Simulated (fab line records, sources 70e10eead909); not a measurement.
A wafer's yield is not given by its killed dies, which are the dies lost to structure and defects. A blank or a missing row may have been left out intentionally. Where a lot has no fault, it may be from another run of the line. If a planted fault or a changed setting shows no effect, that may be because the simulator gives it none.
fab line records	flow nand_harc	part 1 of 2: steps 1 to 39 of 40
[record] lots = 7	wafers = 18	last_day = 24
route steps=1159 shown A_STAIRCASE@736 A_SGD_CUT@747 END@1159
lots that met no fault: from a run of the same line without faults
start_h: hours from the record's first day to the start of the lot's first wafer shown	wait_h: hours elapsed since this lot's preceding step	" unchanged from the row above	L1.1+2: a row that stands for several wafers	- no value present, or no start provided	* or withheld: withheld	< > ~ a bound
route shown NAME@n: NAME is a module with steps in the file, n the number in the route of the first one	usual: mean/standard deviation of fault-free wafers	same: alike in all rows	chamber/n: place in a boat	sites: per-site readings	_std_site: their standard deviation	_edge_site: mean of outer sites minus mean of inner sites	radius_mm: for every site, how far away it sits from the centre of the wafer	mask NAME#n: copy n	behind: the last tool/chamber to shape the wafer	hold: why the lot went on hold/how many hours it stayed there/how the hold came to an end	device: which transistor (n, p or np) failed to switch	end of line: the same wafers' tests at the end of the route	where a step has no rows: the recipe by itself	killed: at the first sort, the dies lost to defects and structure; wafer yield is something else	map: the dies of a wafer, with x for killed, . for not killed, _ for no die there
set.NAME: the setting that was run; set.NAME@STEP: the one run at that earlier step	model.NAME: the simulator's own value behind a step, which no gauge read
a table for each step, a row for each wafer; lots at some steps of the route
services: when a tool's chamber went out of use (start_h, in hours from the record's first day, below 0 if earlier), for how many hours, and the reason
[[steps]]
[step NHARC_A_STAIRCASE_SRD_154]
[step NHARC_A_STAIRCASE_ETCH_403]
[recipe] target_depth_a = 1082	chemistry = dHF	material = SiO2
[step NHARC_A_STAIRCASE_ETCHBACK_422]
[recipe] target_depth_a = 400	over_etch_frac = 0.3	time_s = 74.286	ion_energy_ev = 120	ch3f_flow_sccm = 50	o2_flow_sccm = 30	ar_flow_sccm = 200	rf_w = 500	bias_w = 100	chemistry = CH3F/O2
[usual] drypump_motor_current_A = 6.0/0.35	o2_flow_sccm = 30.00/0.089	oes_product_au = 0.96/0.037	rf_vpp_V = 245.2/1.8	showerhead_plenum_p_Torr = 2.51/0.11	throttle_valve_pct = 20.664/0.0089
lot.wafer	tool	chamber	start_h	wait_h	drypump_motor_current_A	o2_flow_sccm	oes_product_au	rf_hours_counter_h	rf_vpp_V	showerhead_plenum_p_Torr	throttle_valve_pct
L704.3	rie_diel-10	3	321.47	0.2	5.9	29.99	0.92	50	241.9	2.27	20.662
L704.6	"	0	"	"	6.2	30.08	0.92	-	246.8	2.58	20.664
L704.5	"	1	"	"	5.7	29.94	0.92	-	246.8	2.64	20.661
L706.3	rie_diel-10	3	331.79	0.1	5.9	29.89	0.93	55	243.0	2.27	20.655
L706.4	"	1	"	"	5.7	30.13	0.92	60	247.9	2.64	20.669
L706.5	"	0	"	"	6.2	29.93	0.92	-	246.4	2.58	20.654
L711.3	rie_diel-10	3	366.91	0.2	5.9	29.95	1.00	1	247.1	2.66	20.670
L711.6	"	2	"	"	6.4	29.98	1.01	-	244.7	2.52	20.659
L712.3	rie_diel-10	0	371.13	0.1	6.2	29.91	1.00	3	245.3	2.58	20.669
L712.1	"	1	"	"	5.7	30.13	1.02	4	247.2	2.63	20.661
L710.2	rie_diel-06	0	371.96	0.2	6.4	30.12	0.92	47	244.1	2.41	20.676
L710.3	"	1	"	"	6.0	29.86	0.94	49	246.2	2.64	20.677
L715.4	rie_diel-10	1	395.87	0.1	5.7	29.90	1.01	11	248.0	2.63	20.664
L715.2	"	0	"	"	6.2	29.94	1.01	12	246.9	2.57	20.664
L715.5	"	1	"	"	5.7	30.13	1.02	-	248.4	2.63	20.679
L721.3	rie_diel-06	3	435.89	0.2	6.0	29.92	1.01	4	245.8	2.55	20.656
L721.5	"	2	"	"	5.5	30.00	1.01	-	245.6	2.49	20.658
L721.6	"	3	"	"	6.0	30.10	1.00	-	244.9	2.55	20.658
[step NHARC_A_STAIRCASE_ETCH_423]
[recipe] target_depth_a = 300	chemistry = dHF	material = SiO2
[step NHARC_A_STAIRCASE_ETCHBACK_157]
[recipe] target_depth_a = 900	over_etch_frac = 0.3	time_s = 167.14	ion_energy_ev = 120	ch3f_flow_sccm = 50	o2_flow_sccm = 30	ar_flow_sccm = 200	rf_w = 500	bias_w = 100	chemistry = CH3F/O2
[usual] drypump_motor_current_A = 6.0/0.37	o2_flow_sccm = 30.01/0.087	oes_product_au = 0.97/0.036	rf_vpp_V = 245.1/1.7	showerhead_plenum_p_Torr = 2.51/0.11	throttle_valve_pct = 20.664/0.0085
lot.wafer	tool	chamber	start_h	wait_h	drypump_motor_current_A	o2_flow_sccm	oes_product_au	rf_hours_counter_h	rf_vpp_V	showerhead_plenum_p_Torr	throttle_valve_pct
L704.3	rie_diel-10	1	321.81	0.2	5.7	30.03	0.98	53	247.1	2.64	20.656
L704.6	"	0	"	"	6.2	30.06	0.98	-	246.9	2.58	20.652
L704.5	"	1	"	"	5.7	30.02	0.97	-	246.6	2.64	20.647
L706.3	rie_diel-10	1	332.18	0.2	5.7	30.09	0.96	60	247.1	2.64	20.669
L706.4	"	3	"	"	5.9	30.12	0.97	55	241.1	2.27	20.668
L706.5	"	1	"	"	5.7	30.00	0.96	-	248.1	2.64	20.656
L711.3	rie_diel-06	1	367.32	0.2	6.0	29.98	1.01	46	247.1	2.64	20.653
L711.6	"	3	"	"	6.0	29.89	1.00	-	246.2	2.56	20.662
L712.1	rie_diel-10	2	371.54	0.2	6.4	29.95	1.00	3	245.0	2.52	20.667
L712.3	"	0	"	"	6.2	29.97	0.99	3	246.0	2.58	20.653
L710.2	rie_diel-10	0	372.32	0.2	6.2	30.07	0.99	4	247.5	2.58	20.664
L710.3	"	2	"	"	6.4	30.13	1.01	4	243.7	2.52	20.647
L715.2	rie_diel-02	1	396.25	0.2	5.4	30.11	1.00	22	242.8	2.37	20.668
L715.4	"	2	"	"	5.2	30.09	1.01	20	243.1	2.41	20.684
L715.5	"	0	"	"	6.1	30.04	1.00	-	243.3	2.33	20.664
L721.3	rie_diel-02	0	436.29	0.2	6.1	30.01	0.92	40	244.5	2.33	20.669
L721.5	"	1	"	"	5.4	30.09	0.92	-	243.0	2.36	20.655
L721.6	"	2	"	"	5.2	29.92	0.93	-	242.1	2.40	20.659
[step NHARC_A_STAIRCASE_STRIP_475]
[recipe] time_s = 20	o2_flow_sccm = 500	ar_flow_sccm = 0	bias_w = 0	chemistry = O2
[step NHARC_A_STAIRCASE_DEP_471]
[recipe] target_thk_a = 1000	temp_c = 400	pressure_torr = 6.5	rf_w = 900	teos_flow_sccm = 161.4	flow_sccm = 2650	target_thk_nm = 100	gas = O2	material = SiO2
[step NHARC_A_STAIRCASE_CMP_472]
[recipe] material = SiO2
[step NHARC_A_STAIRCASE_SRD_474]
[step NHARC_A_STAIRCASE_INSPECT_155]
[usual] raw_defect_count = 335/110
lot.wafer	tool	chamber	start_h	wait_h	raw_defect_count
L704.3	defect_inspect-01	-	322.70	0.1	247
L704.5	"	-	"	"	409
L704.6	"	-	"	"	764
L706.3	defect_inspect-02	-	333.23	0.1	212
L706.4	"	-	"	"	358
L706.5	"	-	"	"	380
L711.3	defect_inspect-01	-	368.15	0.1	214
L711.6	"	-	"	"	270
L712.1	defect_inspect-02	-	372.46	0.1	332
L712.3	"	-	"	"	393
L710.2	defect_inspect-02	-	373.27	0.1	245
L710.3	"	-	"	"	179
L715.2	defect_inspect-02	-	397.12	0.1	182
L715.4	"	-	"	"	197
L715.5	"	-	"	"	247
L721.3	defect_inspect-01	-	437.24	0.1	358
L721.5	"	-	"	"	395
L721.6	"	-	"	"	365
[step NHARC_A_SGD_CUT_DEP_00]
[recipe] target_thk_a = 500	temp_c = 400	target_thk_nm = 50	flow_sccm = 200	rf_w = 450	material = SiNx
[usual] heater_power_w = 685/87
lot.wafer	tool	chamber	start_h	wait_h	heater_power_w
L704.3	pecvd-02	0	322.85	0.1	524
L704.5	"	2	"	"	783
L704.6	"	0	"	"	543
L706.3	pecvd-02	2	333.35	0.1	674
L706.4	"	0	"	"	603
L706.5	"	1	"	"	726
L711.3	pecvd-02	2	368.22	0.1	695
L711.6	"	2	"	"	702
L712.1	pecvd-02	2	372.53	0.1	638
L712.3	"	0	"	"	545
L710.3	pecvd-02	1	373.33	0.1	575
L710.2	"	2	"	"	648
L715.2	pecvd-04	0	397.22	0.1	866
L715.5	"	2	"	"	592
L715.4	"	1	"	"	668
L721.3	pecvd-04	2	437.30	0.1	606
L721.6	"	0	"	"	874
L721.5	"	1	"	"	744
[step NHARC_A_SGD_CUT_DEHYDRATE_01]
[recipe] temp_c = 150	time_s = 120
[step NHARC_A_SGD_CUT_HMDS_02]
[recipe] time_s = 30
[step NHARC_A_SGD_CUT_COAT_56]
[recipe] temp_c = 260	time_s = 75
[step NHARC_A_SGD_CUT_COAT_57]
[recipe] temp_c = 225	time_s = 65
[step NHARC_A_SGD_CUT_COAT_03]
[recipe] spin_rpm = 1500	resist_thk_nm = 90
[step NHARC_A_SGD_CUT_SOFTBAKE_04]
[recipe] temp_c = 105	time_s = 55
[step NHARC_A_SGD_CUT_EBR_05]
[step NHARC_A_SGD_CUT_EXPOSE_06]
[recipe] na = 1.35	dose_mj = 85.59	mask_id = SGD
[step NHARC_A_SGD_CUT_PEB_07]
[recipe] peb_temp_c = 100	peb_time_s = 65
[step NHARC_A_SGD_CUT_DEVELOP_08]
[recipe] develop_time_s = 35	dev_temp_c = 23
[step NHARC_A_SGD_CUT_CD_MEAS_09]
[recipe] target_cd_nm = 100	landing_energy_ev = 500
[usual] cd_nm = 99.7/0.58
lot.wafer	tool	chamber	start_h	wait_h	cd_nm
L704.3	cd_sem-02	0	323.52	-	99.5
L704.5	"	0	"	"	100.5
L704.6	"	0	"	"	99.4
L706.3	cd_sem-03	0	334.02	-	100.5
L706.4	"	0	"	"	100.4
L706.5	"	0	"	"	99.9
L711.3	cd_sem-02	0	368.82	-	99.2
L711.6	"	0	"	"	99.5
L712.1	cd_sem-01	0	373.13	-	99.7
L712.3	"	0	"	"	100.4
L710.2	cd_sem-01	0	374.06	-	100.5
L710.3	"	0	"	"	99.9
L715.2	cd_sem-02	0	397.94	-	99.8
L715.4	"	0	"	"	99.9
L715.5	"	0	"	"	99.9
L721.3	cd_sem-02	0	438.03	-	99.5
L721.5	"	0	"	"	99.2
L721.6	"	0	"	"	99.9
[step NHARC_A_SGD_CUT_OVL_MEAS_10]
[usual] overlay_x_nm = -0.1/0.87	overlay_y_nm = 0.0/0.82
lot.wafer	tool	chamber	start_h	wait_h	overlay_x_nm	overlay_y_nm
L704.3	overlay-01	-	323.60	-	0.9	0.8
L704.5	"	-	"	"	0.8	0.3
L704.6	"	-	"	"	0.8	0.1
L706.3	overlay-02	-	334.10	-	1.8	-0.1
L706.4	"	-	"	"	1.6	0.5
L706.5	"	-	"	"	2.3	-0.1
L711.3	overlay-01	-	368.90	-	0.5	0.8
L711.6	"	-	"	"	0.7	0.6
L712.1	overlay-02	-	373.22	-	0.6	-0.6
L712.3	"	-	"	"	0.8	-0.7
L710.2	overlay-02	-	374.15	-	0.0	-0.1
L710.3	"	-	"	"	-0.1	-0.3
L715.2	overlay-01	-	398.03	-	0.1	-0.1
L715.4	"	-	"	"	0.7	0.1
L715.5	"	-	"	"	0.3	-0.2
L721.3	overlay-02	-	438.12	-	0.0	1.1
L721.5	"	-	"	"	0.1	0.7
L721.6	"	-	"	"	0.1	0.8
[step NHARC_A_SGD_CUT_INSPECT_11]
[usual] raw_defect_count = 17/10
lot.wafer	tool	chamber	start_h	wait_h	raw_defect_count
L704.3	defect_inspect-02	-	323.64	0.0	10
L704.5	"	-	"	"	7
L704.6	"	-	"	"	12
L706.3	defect_inspect-02	-	334.14	0.0	6
L706.4	"	-	"	"	11
L706.5	"	-	"	"	7
L711.3	defect_inspect-02	-	368.94	0.0	25
L711.6	"	-	"	"	21
L712.1	defect_inspect-01	-	373.26	0.0	13
L712.3	"	-	"	"	13
L710.2	defect_inspect-02	-	374.19	0.0	9
L710.3	"	-	"	"	11
L715.2	defect_inspect-02	-	398.06	0.0	34
L715.4	"	-	"	"	27
L715.5	"	-	"	"	28
L721.3	defect_inspect-02	-	438.15	0.0	32
L721.5	"	-	"	"	46
L721.6	"	-	"	"	45
[step NHARC_A_SGD_CUT_DESCUM_14]
[recipe] time_s = 3	o2_flow_sccm = 200	ar_flow_sccm = 0	bias_power_w = 0	chemistry = O2
[usual] drypump_motor_current_A = 5.6/0.58	o2_flow_sccm = 200.0/0.66	oes_product_au = 1.001/0.011	rf_vpp_V = 57.8/0.9	showerhead_plenum_p_Torr = 1.91/0.093	throttle_valve_pct = 11.312/0.0092
lot.wafer	tool	chamber	start_h	wait_h	drypump_motor_current_A	o2_flow_sccm	oes_product_au	rf_hours_counter_h	rf_vpp_V	showerhead_plenum_p_Torr	throttle_valve_pct
L704.3	rie_diel-04	3	323.70	0.1	6.7	199.7	0.997	4	58.3	1.82	11.298
L704.6	"	2	"	"	5.4	199.6	0.999	-	58.0	1.96	11.311
L704.5	"	3	"	"	6.7	200.7	0.994	-	58.8	1.82	11.301
L706.3	rie_diel-08	1	334.20	0.1	6.2	201.0	0.999	3	57.8	1.92	11.298
L706.4	"	0	"	"	6.1	200.4	0.996	3	58.0	1.91	11.314
L706.5	"	1	"	"	6.3	201.1	0.990	-	58.6	1.92	11.316
L711.3	rie_diel-04	0	369.00	0.1	5.9	200.0	1.002	8	58.6	1.83	11.322
L711.6	"	1	"	"	5.6	199.0	0.994	-	57.8	1.82	11.304
L712.1	rie_diel-04	1	373.32	0.1	5.6	199.5	0.986	9	56.8	1.82	11.312
L712.3	"	3	"	"	6.7	200.0	0.993	9	56.8	1.82	11.314
L710.2	rie_diel-04	1	374.25	0.1	5.6	200.2	0.992	9	57.8	1.82	11.321
L710.3	"	3	"	"	6.6	200.2	0.998	9	56.9	1.82	11.301
L715.2	rie_diel-04	0	398.14	0.1	5.9	201.3	1.011	12	58.3	1.83	11.302
L715.4	"	1	"	"	5.6	200.4	1.000	12	58.1	1.82	11.319
L715.5	"	3	"	"	6.7	198.5	0.995	-	58.9	1.82	11.318
L721.3	rie_diel-08	0	438.23	0.1	6.1	200.9	0.978	12	57.4	1.91	11.320
L721.5	"	2	"	"	5.0	200.4	0.988	-	57.5	2.00	11.306
L721.6	"	3	"	"	5.8	200.6	0.991	-	59.1	2.02	11.312
[step NHARC_A_SGD_CUT_ETCH_58]
[recipe] target_depth_a = 390	over_etch_frac = 0.3	time_s = 65	ion_energy_ev = 80	cf4_flow_sccm = 150	ar_flow_sccm = 0	rf_w = 300	bias_w = 100	chemistry = CF4
[step NHARC_A_SGD_CUT_ETCH_59]
[recipe] target_depth_a = 2600	over_etch_frac = 0.25	time_s = 406.25	ion_energy_ev = 200	n2_flow_sccm = 150	h2_flow_sccm = 150	ar_flow_sccm = 0	rf_w = 400	bias_w = 150	chemistry = N2/H2
[usual] drypump_motor_current_A = 5.6/0.58	oes_product_au = 1.001/0.01	rf_vpp_V = 430/3.1	showerhead_plenum_p_Torr = 2.03/0.1	throttle_valve_pct = 14.171/0.0089
lot.wafer	tool	chamber	start_h	wait_h	drypump_motor_current_A	oes_product_au	rf_hours_counter_h	rf_vpp_V	showerhead_plenum_p_Torr	throttle_valve_pct
L704.3	rie_diel-04	3	-	-	6.7	0.985	4	429	1.94	14.166
L704.5	"	2	"	"	5.4	0.994	-	434	2.09	14.182
L704.6	"	3	"	"	6.6	1.002	-	427	1.94	14.152
L706.3	rie_diel-08	3	-	-	5.8	0.995	4	433	2.16	14.172
L706.4	"	2	"	"	5.0	1.001	3	434	2.13	14.161
L706.5	"	0	"	"	6.1	0.997	-	430	2.04	14.173
L711.3	rie_diel-04	3	-	-	6.6	1.003	8	428	1.94	14.171
L711.6	"	1	"	"	5.6	1.006	-	428	1.93	14.167
L712.3	rie_diel-04	3	-	-	6.7	1.006	9	427	1.94	14.180
L712.1	"	0	"	"	5.9	1.012	9	427	1.95	14.164
L710.2	rie_diel-04	1	-	-	5.6	0.996	9	429	1.93	14.170
L710.3	"	2	"	"	5.4	1.012	9	432	2.09	14.156
L715.4	rie_diel-04	1	-	-	5.6	0.994	12	426	1.93	14.165
L715.2	"	3	"	"	6.7	0.995	12	427	1.93	14.166
L715.5	"	2	"	"	5.4	1.003	-	432	2.09	14.177
L721.3	rie_diel-08	0	-	-	6.2	0.972	12	432	2.04	14.161
L721.6	"	2	"	"	5.0	1.005	-	433	2.13	14.172
L721.5	"	3	"	"	5.8	0.999	-	434	2.16	14.185
[step NHARC_A_SGD_CUT_ETCH_15]
[recipe] target_depth_a = 750	time_s = 64.3	ch3f_flow_sccm = 50	o2_flow_sccm = 30	ar_flow_sccm = 200	rf_w = 500	bias_w = 100	chemistry = CH3F/O2
[step NHARC_A_SGD_CUT_ETCH_16]
[recipe] target_depth_a = 3105	time_s = 155.2	c4f8_flow_sccm = withheld	o2_flow_sccm = 8	ar_flow_sccm = withheld	rf_w = 600	bias_w = 800	chemistry = C4F8/O2/Ar
[step NHARC_A_SGD_CUT_STRIP_60]
[recipe] c4f8_flow_sccm = withheld	o2_flow_sccm = 8	ar_flow_sccm = withheld	bias_w = 0	chemistry = C4F8/O2/Ar
[step NHARC_A_SGD_CUT_STRIP_17]
[recipe] o2_flow_sccm = 500	ar_flow_sccm = 0	bias_w = 0	chemistry = O2
[step NHARC_A_SGD_CUT_PRECLEAN_18]
[recipe] time_s = *	temp_c = 50	bath_age_min = 0	chemistry = SC1
[step NHARC_A_SGD_CUT_SRD_19]
[step NHARC_A_SGD_CUT_DEP_20]
[recipe] target_thk_a = 1500	temp_c = 65	material = SiO2
[step NHARC_A_SGD_CUT_ANNEAL_27]
[recipe] temp_c = 450	time_s = 1800
[step NHARC_A_SGD_CUT_CMP_21]
[recipe] target_thk_nm = 148.19
[usual] motor_current_A = 12.3/1.5	time_to_endpoint_s = 51/3.3
lot.wafer	tool	chamber	start_h	wait_h	motor_current_A	time_to_endpoint_s
L704.3	cmp-04	3	329.73	0.4	12.8	57
L704.5	"	2	"	"	12.3	52
L704.6	"	3	"	"	13.9	57
L706.4	cmp-04	3	338.82	0.4	14.4	54
L706.3	"	2	"	"	12.6	52
L706.5	"	3	"	"	13.8	52
L711.3	cmp-02	3	374.52	0.4	12.4	53
L711.6	"	1	"	"	10.9	47
L712.1	cmp-02	1	380.55	0.4	9.9	50
L712.3	"	2	"	"	11.2	50
L710.3	cmp-03	2	380.55	0.4	13.3	54
L710.2	"	1	"	"	13.8	50
L715.2	cmp-02	1	403.81	0.4	10.9	46
L715.4	"	3	"	"	12.0	51
L715.5	"	2	"	"	11.5	47
L721.3	cmp-02	0	441.97	0.4	13.1	47
L721.5	"	3	"	"	12.3	53
L721.6	"	0	"	"	13.1	48
[step NHARC_A_SGD_CUT_SRD_23]
[step NHARC_A_SGD_CUT_ETCH_26]
[recipe] target_depth_a = 458	chemistry = dHF	material = SiO2
[step NHARC_A_SGD_CUT_ETCHBACK_24]
[recipe] target_depth_a = 500	over_etch_frac = 0.3	time_s = 92.857	ion_energy_ev = 120	ch3f_flow_sccm = 50	o2_flow_sccm = 30	ar_flow_sccm = 200	rf_w = 500	bias_w = 100	chemistry = CH3F/O2
